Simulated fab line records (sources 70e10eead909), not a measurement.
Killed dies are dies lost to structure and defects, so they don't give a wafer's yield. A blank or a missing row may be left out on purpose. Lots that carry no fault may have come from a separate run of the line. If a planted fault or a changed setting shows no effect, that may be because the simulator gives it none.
fab line records | flow nandHarc
[record] lots = 7 wafers = 18 lastDay = 34
route steps=1302 shown A_CONTACT@991 END@1302
lots that met no fault: from a run of the same line without faults
startH: start of the lot's first displayed wafer, in hours after the record's first day | waitH: hours since the lot's step before | " unchanged from the row above | L1.1+2: several wafers, shown together as one row | - no value present, or no start provided | * or withheld: withheld | < > ~ a bound
route shown NAME@n: NAME is a module with steps in the file, n the number in the route of the first one | usual: mean and standard deviation over wafers with no fault | same: alike in all rows | chamber/n: place in a boat | sites: per-site readings | _std_site: how widely they spread, as a standard deviation | _edge_site: outer sites' mean less inner sites' | radiusMm: how far each site lies from the wafer's centre | mask NAME#n: copy n | behind: the most recent tool/chamber to have shaped the wafer | hold: why the lot went on hold/how many hours it stayed there/how the hold came to an end | device: whichever transistor did not switch (one of n, p or np) | end of line: at the end of the route, the tests of the same wafers | a step given without rows: its recipe and nothing more | killed: not the wafer's yield, but the dies lost to structure and defects at the first sort | map: a wafer's dies, x killed, . not, _ none there
set.NAME: setting as actually run; set.NAME@STEP: the setting as run at that earlier step | model.NAME: the simulator's own value behind a step, which no gauge read
lots at selected steps of the route; one table per step, one row per wafer
services: the hour from which a tool's chamber was out of use, counted from the record's first day as startH (under 0 if before that day), plus the number of hours and why
[[steps]]
[step NHARC_A_CONTACT_COAT_36]
[recipe] spinRpm = 1500 resistThkNm = 90
[step NHARC_A_CONTACT_SOFTBAKE_37]
[recipe] tempC = 105 timeS = 55
[step NHARC_A_CONTACT_EBR_38]
[step NHARC_A_CONTACT_EXPOSE_39]
[recipe] na = 1.35 sigmaOuter = 0.8 doseMj = 58.79 maskId = A_CC_3
[step NHARC_A_CONTACT_PEB_40]
[recipe] pebTempC = 100 pebTimeS = 65
[step NHARC_A_CONTACT_DEVELOP_41]
[recipe] developTimeS = 35 devTempC = 23
[step NHARC_A_CONTACT_CD_MEAS_42]
[recipe] targetCdNm = 300 landingEnergyEv = 500
[usual] cdNm = 300.0/0.51
// columns lot.wafer tool chamber startH waitH cdNm
L720.1 cdSem-01 0 502.89 - 299.8
L720.2 " 0 " " 299.9
L720.3 " 0 " " 300.0
L726.4 cdSem-02 0 554.46 - 300.2
L726.5 " 0 " " 301.1
L729.1 cdSem-03 0 583.73 - 300.4
L729.5 " 0 " " 300.3
L728.4 cdSem-01 0 588.14 - 299.6
L728.5 " 0 " " 300.1
L740.1 cdSem-02 0 705.71 - 300.4
L740.3 " 0 " " 300.0
L740.5 " 0 " " 301.0
L741.1 cdSem-01 0 717.39 - 299.4
L741.3 " 0 " " 300.1
L741.5 " 0 " " 300.7
L742.1 cdSem-03 0 733.40 - 300.1
L742.2 " 0 " " 299.3
L742.3 " 0 " " 299.5
[step NHARC_A_CONTACT_OVL_MEAS_43]
[usual] overlayXNm = 0.0/0.84 overlayYNm = -0.2/0.86
// columns lot.wafer tool chamber startH waitH overlayXNm overlayYNm
L720.1 overlay-01 - 502.98 - 0.0 -1.1
L720.2 " - " " 0.1 -1.0
L720.3 " - " " 0.3 -0.7
L726.4 overlay-02 - 554.54 - -0.9 0.9
L726.5 " - " " -0.8 0.5
L729.1 overlay-01 - 583.82 - 1.4 0.9
L729.5 " - " " 1.2 0.2
L728.4 overlay-01 - 588.22 - -0.8 0.1
L728.5 " - " " -0.3 -0.1
L740.1 overlay-02 - 705.80 - -1.0 -1.4
L740.3 " - " " 0.0 -0.9
L740.5 " - " " 0.1 -1.1
L741.1 overlay-02 - 717.48 - -0.1 -1.5
L741.3 " - " " -0.2 -1.3
L741.5 " - " " 0.1 -1.1
L742.1 overlay-01 - 733.49 - 0.8 0.4
L742.2 " - " " 1.1 0.6
L742.3 " - " " 0.5 0.4
[step NHARC_A_CONTACT_INSPECT_44]
[usual] rawDefectCount = 77/35
// columns lot.wafer tool chamber startH waitH rawDefectCount
L720.1 defectInspect-02 - 503.01 0.0 82
L720.2 " - " " 102
L720.3 " - " " 93
L726.4 defectInspect-02 - 554.58 0.0 113
L726.5 " - " " 115
L729.1 defectInspect-01 - 583.86 0.0 76
L729.5 " - " " 84
L728.4 defectInspect-02 - 588.26 0.0 113
L728.5 " - " " 101
L740.1 defectInspect-01 - 705.83 0.0 78
L740.3 " - " " 65
L740.5 " - " " 60
L741.1 defectInspect-02 - 717.51 0.0 52
L741.3 " - " " 40
L741.5 " - " " 60
L742.1 defectInspect-01 - 733.52 0.0 72
L742.2 " - " " 81
L742.3 " - " " 65
[step NHARC_A_CONTACT_DESCUM_47]
[recipe] timeS = 3 o2FlowSccm = 200 arFlowSccm = 0 biasPowerW = 0 chemistry = O2
[usual] drypumpMotorCurrentA = 5.7/0.33 oesProductAu = 1.001/0.0093 rfVppV = 57.6/0.91 showerheadPlenumPTorr = 1.90/0.066 throttleValvePct = 11.311/0.0091
// columns lot.wafer tool chamber startH waitH drypumpMotorCurrentA oesProductAu rfHoursCounterH rfVppV showerheadPlenumPTorr throttleValvePct
L720.1 rieDiel-02 1 503.08 0.1 5.6 0.992 37 57.6 1.81 11.324
L720.3 " 3 " " 5.2 0.997 31 58.9 1.98 11.300
L720.2 " 0 " " 6.1 1.004 37 58.3 2.02 11.308
L726.4 rieDiel-03 0 554.66 0.1 5.4 1.005 17 57.6 1.90 11.319
L726.5 " 1 " " 5.7 1.009 - 57.9 1.86 11.313
L729.1 rieDiel-03 0 583.94 0.1 5.4 1.000 21 58.5 1.89 11.308
L729.5 " 2 " " 6.3 1.007 - 57.5 1.84 11.319
L728.4 rieDiel-03 0 588.32 0.1 5.4 1.007 23 58.3 1.89 11.327
L728.5 " 3 " " 5.3 1.012 - 57.6 1.90 11.318
L740.1 rieDiel-03 1 705.91 0.1 5.7 0.993 14 57.5 1.85 11.317
L740.3 " 2 " " 6.3 1.013 12 57.5 1.84 11.304
L740.5 " 3 " " 5.3 0.995 - 58.3 1.89 11.305
L741.3 rieDiel-12 3 717.58 0.1 5.9 0.982 33 57.9 2.05 11.324
L741.1 " 1 " " 5.8 0.995 28 57.4 1.91 11.323
L741.5 " 3 " " 5.9 0.982 - 58.3 2.05 11.317
L742.2 rieDiel-03 3 733.59 0.1 5.3 0.987 17 57.2 1.89 11.318
L742.3 " 0 " " 5.4 0.990 16 55.8 1.89 11.314
L742.1 " 1 " " 5.6 0.998 19 56.9 1.85 11.317
[step NHARC_A_CONTACT_ETCH_48]
[recipe] targetDepthA = 390 overEtchFrac = 0.3 timeS = 65 ionEnergyEv = 80 cf4FlowSccm = 150 arFlowSccm = 0 rfW = 300 biasW = 100 chemistry = CF4
[usual] cf4FlowSccm = 150.0/0.42 drypumpMotorCurrentA = 5.7/0.34 oesProductAu = 1.000/0.011 rfVppV = 151.2/1.2 showerheadPlenumPTorr = 1.76/0.059 throttleValvePct = 13.284/0.0091
// columns lot.wafer tool chamber startH waitH cf4FlowSccm drypumpMotorCurrentA oesProductAu rfHoursCounterH rfVppV showerheadPlenumPTorr throttleValvePct
L720.2 rieDiel-02 3 503.16 0.1 149.5 5.3 1.013 31 152.9 1.82 13.277
L720.1 " 0 " " 149.8 6.1 1.001 37 151.8 1.86 13.297
L720.3 " 2 " " 150.5 5.7 0.996 31 150.9 1.72 13.276
L726.4 rieDiel-03 3 554.74 0.1 149.8 5.3 0.986 17 151.4 1.76 13.288
L726.5 " 1 " " 150.1 5.6 1.001 - 150.1 1.73 13.284
L729.1 rieDiel-03 2 584.02 0.1 149.7 6.3 1.000 23 150.2 1.71 13.271
L729.5 " 0 " " 150.4 5.4 1.004 - 150.1 1.75 13.283
L728.4 rieDiel-03 0 588.40 0.1 149.6 5.4 0.991 23 150.6 1.75 13.278
L728.5 " 1 " " 150.3 5.6 0.991 - 149.9 1.72 13.286
L740.1 rieDiel-03 1 706.00 0.1 149.6 5.6 1.003 14 151.2 1.72 13.278
L740.3 " 2 " " 150.4 6.3 1.014 12 151.5 1.70 13.280
L740.5 " 3 " " 149.8 5.3 0.999 - 151.5 1.75 13.282
L741.1 rieDiel-12 2 717.78 0.2 150.2 5.6 0.988 31 151.1 1.79 13.287
L741.3 " 1 " " 149.6 5.9 0.999 29 151.6 1.76 13.266
L741.5 " 3 " " 150.2 5.9 0.982 - 152.1 1.88 13.277
L742.2 rieDiel-03 0 733.69 0.1 149.8 5.4 0.993 16 151.6 1.74 13.271
L742.1 " 1 " " 150.4 5.7 0.989 19 149.6 1.72 13.289
L742.3 " 3 " " 150.3 5.3 0.993 17 150.4 1.75 13.286
[step NHARC_A_CONTACT_ETCH_49]
[recipe] targetDepthA = 2600 overEtchFrac = 0.3 timeS = 475.3 ionEnergyEv = 200 n2FlowSccm = 150 h2FlowSccm = 150 arFlowSccm = 0 rfW = 400 biasW = 150 chemistry = N2/H2
[usual] drypumpMotorCurrentA = 5.7/0.34 oesProductAu = 1.001/0.01 rfVppV = 430.1/2.2 showerheadPlenumPTorr = 2.03/0.073 throttleValvePct = 14.171/0.0095
// columns lot.wafer tool chamber startH waitH drypumpMotorCurrentA oesProductAu rfHoursCounterH rfVppV showerheadPlenumPTorr throttleValvePct
L720.3 rieDiel-02 0 - - 6.1 1.000 37 433.9 2.16 14.171
L720.2 " 2 " " 5.8 1.003 32 429.5 1.98 14.176
L720.1 " 3 " " 5.3 1.005 31 433.1 2.11 14.162
L726.4 rieDiel-03 0 - - 5.4 0.998 17 431.9 2.02 14.174
L726.5 " 3 " " 5.3 0.994 - 429.8 2.02 14.182
L729.1 rieDiel-03 0 - - 5.4 1.000 21 429.9 2.02 14.175
L729.5 " 2 " " 6.3 1.012 - 428.3 1.96 14.183
L728.4 rieDiel-03 0 - - 5.4 0.993 23 431.0 2.02 14.157
L728.5 " 3 " " 5.3 1.003 - 431.1 2.02 14.179
L740.1 rieDiel-03 3 - - 5.3 0.998 12 430.1 2.02 14.165
L740.3 " 1 " " 5.6 0.990 14 428.5 1.98 14.190
L740.5 " 1 " " 5.6 0.998 - 429.3 1.98 14.192
L741.1 rieDiel-12 2 - - 5.7 0.988 32 431.7 2.06 14.141
L741.3 " 3 " " 5.9 0.993 33 433.6 2.19 14.164
L741.5 " 0 " " 5.7 0.992 - 431.2 2.03 14.176
L742.3 rieDiel-03 0 - - 5.4 0.989 16 428.5 2.01 14.164
L742.2 " 1 " " 5.6 0.982 19 428.3 1.97 14.161
L742.1 " 3 " " 5.3 0.993 17 431.1 2.01 14.171
[step NHARC_A_CONTACT_ETCH_50]
[recipe] targetDepthA = 1210 timeS = 60.5 cf4FlowSccm = 100 chf3FlowSccm = 30 arFlowSccm = 0 rfW = 500 biasW = 200 chemistry = CF4/CHF3
[usual] cf4FlowSccm = 99.99/0.28 chf3FlowSccm = 29.99/0.079 drypumpMotorCurrentA = 5.7/0.34 oesProductAu = 0.950/0.024 rfVppV = 370.3/2 showerheadPlenumPTorr = 1.57/0.05 throttleValvePct = 16.803/0.0095
// columns lot.wafer tool chamber startH waitH cf4FlowSccm chf3FlowSccm drypumpMotorCurrentA oesProductAu rfHoursCounterH rfVppV showerheadPlenumPTorr throttleValvePct
L720.3 rieDiel-02 2 503.76 - 99.87 29.94 5.8 0.926 32 370.6 1.53 16.811
L720.1 " 3 " " 100.17 30.07 5.2 0.924 31 373.1 1.62 16.807
L720.2 " 1 " " 100.34 29.94 5.7 0.924 37 366.8 1.49 16.788
L726.4 rieDiel-03 3 555.18 - 99.63 29.84 5.3 0.704 17 369.0 1.56 16.805
L726.5 " 1 " " 99.66 30.08 5.6 0.698 - 369.1 1.54 16.783
L729.1 rieDiel-03 0 584.45 - 100.00 30.04 5.4 0.979 21 369.7 1.56 16.794
L729.5 " 3 " " 100.73 30.04 5.3 0.695 - 368.5 1.56 16.811
L728.4 rieDiel-03 1 588.88 - 100.01 30.06 5.6 0.701 23 369.3 1.53 16.798
L728.5 " 2 " " 99.90 29.99 6.4 0.704 - 368.6 1.52 16.812
L740.1 rieDiel-03 1 706.54 - 100.19 30.00 5.6 0.964 14 369.6 1.53 16.817
L740.3 " 2 " " 99.75 30.01 6.3 0.974 13 368.4 1.51 16.796
L740.5 " 2 " " 100.31 30.05 6.3 0.973 - 367.6 1.51 16.807
L741.3 rieDiel-12 1 718.28 - 100.20 30.00 5.9 0.936 29 368.9 1.57 16.806
L741.1 " 2 " " 99.42 29.89 5.7 0.927 32 371.1 1.59 16.805
L741.5 " 0 " " 100.35 29.94 5.7 0.932 - 370.6 1.56 16.799
L742.2 rieDiel-03 0 734.21 - 99.51 30.00 5.4 0.957 16 370.8 1.55 16.809
L742.1 " 1 " " 100.27 29.98 5.6 0.951 19 368.4 1.53 16.795
L742.3 " 3 " " 99.74 29.83 5.3 0.957 17 370.3 1.55 16.804
[step NHARC_A_CONTACT_ETCH_51]
[recipe] targetDepthA = 70000 overEtchFrac = 0.3 timeS = 1820 ionEnergyEv = 150 o2FlowSccm = 400 cosFlowSccm = 20 arFlowSccm = 0 rfW = 500 biasW = 300 chemistry = O2/COS
[usual] drypumpMotorCurrentA = 5.7/0.33 oesProductAu = 1.001/0.01 rfVppV = 313.7/1.8 showerheadPlenumPTorr = 3.10/0.1 throttleValvePct = 28.329/0.0095
// columns lot.wafer tool chamber startH waitH drypumpMotorCurrentA oesProductAu rfHoursCounterH rfVppV showerheadPlenumPTorr throttleValvePct
L720.1 rieDiel-02 2 - - 5.8 0.997 32 313.5 3.03 28.328
L720.2 " 3 " " 5.3 1.003 32 316.2 3.22 28.314
L720.3 " 0 " " 6.1 1.002 37 316.6 3.29 28.326
L726.4 rieDiel-03 0 - - 5.4 1.000 17 313.3 3.09 28.313
L726.5 " 2 " " 6.4 1.019 - 311.8 3.01 28.330
L729.1 rieDiel-03 3 - - 5.3 0.997 22 314.8 3.10 28.334
L729.5 " 0 " " 5.4 0.992 - 314.4 3.09 28.315
L728.4 rieDiel-03 3 - - 5.3 0.998 24 315.8 3.10 28.339
L728.5 " 3 " " 5.3 1.005 - 314.0 3.10 28.326
L740.3 rieDiel-03 3 - - 5.3 1.003 12 313.4 3.09 28.310
L740.1 " 1 " " 5.6 0.994 14 313.0 3.03 28.341
L740.5 " 1 " " 5.6 1.002 - 312.9 3.03 28.345
L741.1 rieDiel-12 1 - - 5.9 1.004 29 314.2 3.11 28.334
L741.3 " 3 " " 5.9 0.994 33 314.5 3.33 28.318
L741.5 " 2 " " 5.7 0.998 - 314.7 3.15 28.341
L742.1 rieDiel-03 0 - - 5.4 1.004 16 312.1 3.08 28.323
L742.2 " 1 " " 5.6 0.993 19 313.7 3.03 28.340
L742.3 " 3 " " 5.3 0.995 17 313.7 3.08 28.335
[step NHARC_END_SORT_01]
[recipe] tempC = 25
[usual] killedAtArray = 56/19 killedAtOther = 0.8/1.1 killedAtPeriphery = 3.4/2.5 killedDies = 60/19 killedOpen = 2.9/1.7 killedShort = 2.4/1.6
[same] grossDies = 677
// columns lot.wafer tool chamber startH waitH killedAtArray killedAtOther killedAtPeriphery killedDies killedOpen killedShort
L726.4 prober-02 0 634.08 3.4 660 3 14 677 7 6
L726.5 prober-02 0 634.89 3.7 666 3 8 677 2 3
L729.5 prober-01 0 662.33 3.7 674 1 2 677 3 5
L728.4 prober-02 0 661.48 3.4 673 0 4 677 4 2
L728.5 prober-02 0 662.28 3.7 673 2 2 677 3 3
// killed by level:class
L726.4 A_CONTACT:areaEtch=584 A_SLIT:chamberFilmFlake=30 A_CHANNEL_HOLE_D2:chamberFilmFlake=27 P_CONTACT:chamberFilmFlake=9 A_CHANNEL_HOLE_D1:chamberFilmFlake=3 THIN_TSV:chamberFilmFlake=3 A_CONTACT:chamberFilmFlake=3 P_M0:geometricParticle:short=2
L726.5 A_CONTACT:areaEtch=591 A_SLIT:chamberFilmFlake=29 A_CHANNEL_HOLE_D2:chamberFilmFlake=28 A_CONTACT:chamberFilmFlake=9 P_CONTACT:chamberFilmFlake=6 THIN_TSV:chamberFilmFlake=3 A_CHANNEL_HOLE_D1:chamberFilmFlake=2 P_M0:geometricParticle:open=1
L728.4 A_CONTACT:areaEtch=606 A_SLIT:chamberFilmFlake=33 A_CHANNEL_HOLE_D1:chamberFilmFlake=23 A_STAIRCASE:chamberFilmFlake=3 A_CHANNEL_HOLE_D2:chamberFilmFlake=2 A_M0:chamberFilmFlake=2 P_CONTACT:geometricParticle:open=1 P_M0:geometricParticle:open=1
L728.5 A_CONTACT:areaEtch=605 A_CHANNEL_HOLE_D1:chamberFilmFlake=29 A_SLIT:chamberFilmFlake=27 A_M0:chamberFilmFlake=3 A_CHANNEL_HOLE_D2:chamberFilmFlake=2 THIN_TSV:chamberFilmFlake=2 A_CHANNEL_HOLE_D1:geometricParticle:short=1 A_CHANNEL_HOLE_D2:geometricParticle:short=1
L729.5 A_CONTACT:areaEtch=619 A_SLIT:chamberFilmFlake=32 A_CHANNEL_HOLE_D2:chamberFilmFlake=9 A_CHANNEL_HOLE_D1:chamberFilmFlake=2 A_STAIRCASE:chamberFilmFlake=2 A_SOURCE_PLATE:geometricParticle:open=1 A_ONON_D1:geometricParticle:open=1 A_CHANNEL_HOLE_D1:geometricParticle:open=1
// map L726.4 (x killed, . not)
____________x____________
_________xxxxxxx_________
_______xxxxxxxxxxx_______
______xxxxxxxxxxxxx______
_____xxxxxxxxxxxxxxx_____
____xxxxxxxxxxxxxxxxx____
____xxxxxxxxxxxxxxxxx____
___xxxxxxxxxxxxxxxxxxx___
___xxxxxxxxxxxxxxxxxxx___
__xxxxxxxxxxxxxxxxxxxxx__
__xxxxxxxxxxxxxxxxxxxxx__
_xxxxxxxxxxxxxxxxxxxxxxx_
_xxxxxxxxxxxxxxxxxxxxxxx_
_xxxxxxxxxxxxxxxxxxxxxxx_
_xxxxxxxxxxxxxxxxxxxxxxx_
_xxxxxxxxxxxxxxxxxxxxxxx_
xxxxxxxxxxxxxxxxxxxxxxxxx
xxxxxxxxxxxxxxxxxxxxxxxxx
xxxxxxxxxxxxxxxxxxxxxxxxx
xxxxxxxxxxxxxxxxxxxxxxxxx
xxxxxxxxxxxxxxxxxxxxxxxxx
_xxxxxxxxxxxxxxxxxxxxxxx_
_xxxxxxxxxxxxxxxxxxxxxxx_
_xxxxxxxxxxxxxxxxxxxxxxx_
_xxxxxxxxxxxxxxxxxxxxxxx_
_xxxxxxxxxxxxxxxxxxxxxxx_
__xxxxxxxxxxxxxxxxxxxxx__
__xxxxxxxxxxxxxxxxxxxxx__
___xxxxxxxxxxxxxxxxxxx___
___xxxxxxxxxxxxxxxxxxx___
____xxxxxxxxxxxxxxxxx____
____xxxxxxxxxxxxxxxxx____
_____xxxxxxxxxxxxxxx_____
______xxxxxxxxxxxxx______
_______xxxxxxxxxxx_______
_________xxxxxxx_________
____________x____________
// map L728.4 (x killed, . not)
____________x____________
_________xxxxxxx_________
_______xxxxxxxxxxx_______
______xxxxxxxxxxxxx______
_____xxxxxxxxxxxxxxx_____
____xxxxxxxxxxxxxxxxx____
____xxxxxxxxxxxxxxxxx____
___xxxxxxxxxxxxxxxxxxx___
___xxxxxxxxxxxxxxxxxxx___
__xxxxxxxxxxxxxxxxxxxxx__
__xxxxxxxxxxxxxxxxxxxxx__
_xxxxxxxxxxxxxxxxxxxxxxx_
_xxxxxxxxxxxxxxxxxxxxxxx_
_xxxxxxxxxxxxxxxxxxxxxxx_
_xxxxxxxxxxxxxxxxxxxxxxx_
_xxxxxxxxxxxxxxxxxxxxxxx_
xxxxxxxxxxxxxxxxxxxxxxxxx
xxxxxxxxxxxxxxxxxxxxxxxxx
xxxxxxxxxxxxxxxxxxxxxxxxx
xxxxxxxxxxxxxxxxxxxxxxxxx
xxxxxxxxxxxxxxxxxxxxxxxxx
_xxxxxxxxxxxxxxxxxxxxxxx_
_xxxxxxxxxxxxxxxxxxxxxxx_
_xxxxxxxxxxxxxxxxxxxxxxx_
_xxxxxxxxxxxxxxxxxxxxxxx_
_xxxxxxxxxxxxxxxxxxxxxxx_
__xxxxxxxxxxxxxxxxxxxxx__
__xxxxxxxxxxxxxxxxxxxxx__
___xxxxxxxxxxxxxxxxxxx___
___xxxxxxxxxxxxxxxxxxx___
____xxxxxxxxxxxxxxxxx____
____xxxxxxxxxxxxxxxxx____
_____xxxxxxxxxxxxxxx_____
______xxxxxxxxxxxxx______
_______xxxxxxxxxxx_______
_________xxxxxxx_________
____________x____________
[[services]]
// columns tool chamber startH hours kind
rieDiel-03 0 492.05 - clean
rieDiel-03 1 492.05 - clean
rieDiel-03 2 492.05 - clean
rieDiel-03 3 492.05 - clean
rieDiel-03 0 517.02 - clean
rieDiel-03 1 517.02 - clean
rieDiel-03 2 517.02 - clean
rieDiel-03 3 517.02 - clean
rieDiel-03 0 541.52 - clean
rieDiel-03 1 541.52 - clean
rieDiel-03 2 541.52 - clean
rieDiel-03 3 541.52 - clean
rieDiel-03 0 566.02 - clean
rieDiel-03 1 566.02 - clean
rieDiel-03 2 566.02 - clean
rieDiel-02 - 570.88 9.0 pm
rieDiel-03 2 622.41 1.5 repair
rieDiel-12 - 622.96 9.0 pm
rieDiel-03 - 635.32 9.0 pm
rieDiel-03 - 660.49 0.7 repair
rieDiel-12 0 679.56 14.0 repair
rieDiel-03 0 698.57 9.7 repair
rieDiel-03 2 712.15 28.9 repair
rieDiel-03 3 719.20 1.4 repair
[[key]]
[firstSign] step = NHARC_A_CONTACT_ETCH_50 reading = oesProductAu direction = down sigmas = 10 usual = 0.950 struck = 0.700
[effect] step = NHARC_END_SORT_01 reading = killedAtArray direction = up sigmas = 33 usual = 56 struck = 669
[moreKillsBornAt] NHARC_A_CONTACT_ETCH_50@rieDiel-03 = 3005
metAt NHARC_A_CONTACT_ETCH_50
struckWafers L726.4,L726.5,L728.4,L728.5,L729.5
laterRowsLeftOut L726.4,L726.5,L728.4,L728.5,L729.5
testerLeftOut L726,L728,L729
[fault] kind = processParameterDrift tool = rieDiel-03 chamber = - onsetH = 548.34 steps = NHARC_A_CONTACT_ETCH_50 channel = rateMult offset = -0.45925 shape = step endH = 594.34 scope = struckWafersOnly
// testerLeftOut: of these lots the tester's yield and bins aren't shown, on N5 and GAA mostly nor the transistor test; their killed dies are dies lost to structure and defects alone, not to doping, threshold or leakage, so they don't give the yield
// laterRowsLeftOut: the simulator's readings of these wafers behind a module that went badly wrong aren't trusted and aren't shown, but for the sort
